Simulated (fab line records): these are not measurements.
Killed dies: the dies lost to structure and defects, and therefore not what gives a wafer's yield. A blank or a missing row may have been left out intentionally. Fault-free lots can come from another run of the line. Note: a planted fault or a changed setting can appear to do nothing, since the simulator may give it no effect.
8D (eight disciplines) problem report, filled in by code    flow nandHarc    the parts of the form that need people (team, actions taken, sign-off) are left out

## 1. WHAT WENT WRONG
Wafers without a fault read 0.948 a.u., standard deviation 0.015; oesProductAu at NHARC_A_STAIRCASE_ETCH_23 reads a mean of 0.799 a.u. on 3 wafers belonging to 2 lots. That puts it -9.9 standard deviations away from the usual mean.
The step: etches the open film in C4F8/O2, target depth 100 nm, time 40.5 s.
First observed at day 21 08:49: wafer L706.3, on rieDiel-01. Wafers with a number at this step in the record: 18, from 6 lots. The rule behind "out" and "out of limits": a value lying over 4 standard deviations away from the usual mean. The other wafers with a number count as sound.

## 2. WHAT THIS IS AND IS NOT
question                     is                      is not
which readings at this step  oesProductAu            rfVppV
which lots                   L706, L708              L696, L697, L712, L716
which wafers of those lots   L706.3, L708.3, L708.5  L706.4, L706.6, L708.1
read on which tools          rieDiel-01              rieDiel-03, rieDiel-07
when                         from day 21 08:49       up to then (8 sound wafers); but 7 sound wafers of L708, L712, L716 came after

## 3. WHAT RULES OUT EACH SUSPECT
Counting: a tool at a process step up to the reading stays a suspect if it ran every lot that is out. Sound lots after the first of them don't rule it out here, since some wafers of a struck lot are sound.
- rieDiel-01 at NHARC_A_STAIRCASE_TRIM_12 (chemistry O2, time 211.2 s): kept. It ran every lot that is out, first L706 (day 21 05:38).
- rieDiel-01 at NHARC_A_STAIRCASE_TRIM_14 (chemistry O2, time 211.2 s): kept. It ran every lot that is out, first L706 (day 21 07:34). Because NHARC_A_STAIRCASE_TRIM_14 lacks a start for some lots, the hours and order of its lots are taken from NHARC_A_STAIRCASE_TRIM_20.
- rieDiel-01 at NHARC_A_STAIRCASE_TRIM_16 (chemistry O2, time 211.2 s): kept. It ran every lot that is out, first L706 (day 21 07:34). Because NHARC_A_STAIRCASE_TRIM_16 lacks a start for some lots, the hours and order of its lots are taken from NHARC_A_STAIRCASE_TRIM_20.
- rieDiel-01 at NHARC_A_STAIRCASE_TRIM_20 (chemistry O2, time 211.2 s): kept. Ran every lot that is out, first one L706 (day 21 07:34); last sound lot up to then L696 (day 17 10:19).
- rieDiel-01 at NHARC_A_STAIRCASE_TRIM_22 (chemistry O2, time 211.2 s): kept. Ran every lot that is out, first one L706 (day 21 08:49); last sound lot up to then L696 (day 17 10:41). Because NHARC_A_STAIRCASE_TRIM_22 lacks a start for some lots, the hours and order of its lots are taken from NHARC_A_STAIRCASE_ETCH_23.
- rieDiel-01 at NHARC_A_STAIRCASE_ETCH_23 (etches the open film in C4F8/O2, target depth 100 nm, time 40.5 s): kept. Ran every lot that is out, first one L706 (day 21 08:49); last sound lot up to then L696 (day 17 10:41). On those wafers its own readings are out: oesProductAu.
- At NHARC_A_STAIRCASE_TRIM_12, inside rieDiel-01: chamber 0 took the wafers that are out, while their sound lot-mates went through chambers 1, 3.
- At NHARC_A_STAIRCASE_ETCH_23, inside rieDiel-01: chamber 3 took the wafers that are out, while their sound lot-mates went through chambers 0, 1.
Left after counting: rieDiel-01 at NHARC_A_STAIRCASE_TRIM_12, rieDiel-01 at NHARC_A_STAIRCASE_TRIM_14, rieDiel-01 at NHARC_A_STAIRCASE_TRIM_16, rieDiel-01 at NHARC_A_STAIRCASE_TRIM_20, rieDiel-01 at NHARC_A_STAIRCASE_TRIM_22, rieDiel-01 at NHARC_A_STAIRCASE_ETCH_23.

## 4. THE CAUSE (what the simulator had put in)
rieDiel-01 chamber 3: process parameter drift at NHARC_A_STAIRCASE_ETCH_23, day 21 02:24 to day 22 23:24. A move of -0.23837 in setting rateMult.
Counting left 6 suspects, and this tool is among them.

## 5. THE EFFECT CHAIN, in route order
Each row: a reading where the mean over the struck wafers with a number is more than 3 standard deviations away from the usual. Only readings whose record carries a usual standard deviation are examined. hours: median over the lots of the time between each lot's start at the first step of this table that gives one and its start at this step. sigmas: the change, counted in usual standard deviations.
hours  step                       reading       usual       on struck wafers  change  sigmas
0      NHARC_A_STAIRCASE_ETCH_23  oesProductAu  0.948 a.u.  0.799             -0.149  -9.9
Here are the process steps it includes:
- NHARC_A_STAIRCASE_ETCH_23: etches the open film in C4F8/O2, target depth 100 nm, time 40.5 s.

## 6. HOW IT WOULD HAVE BEEN CAUGHT EARLIER
First out-of-limits reading in this record: day 21 08:49, which is 6 hours after fault onset at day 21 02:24.
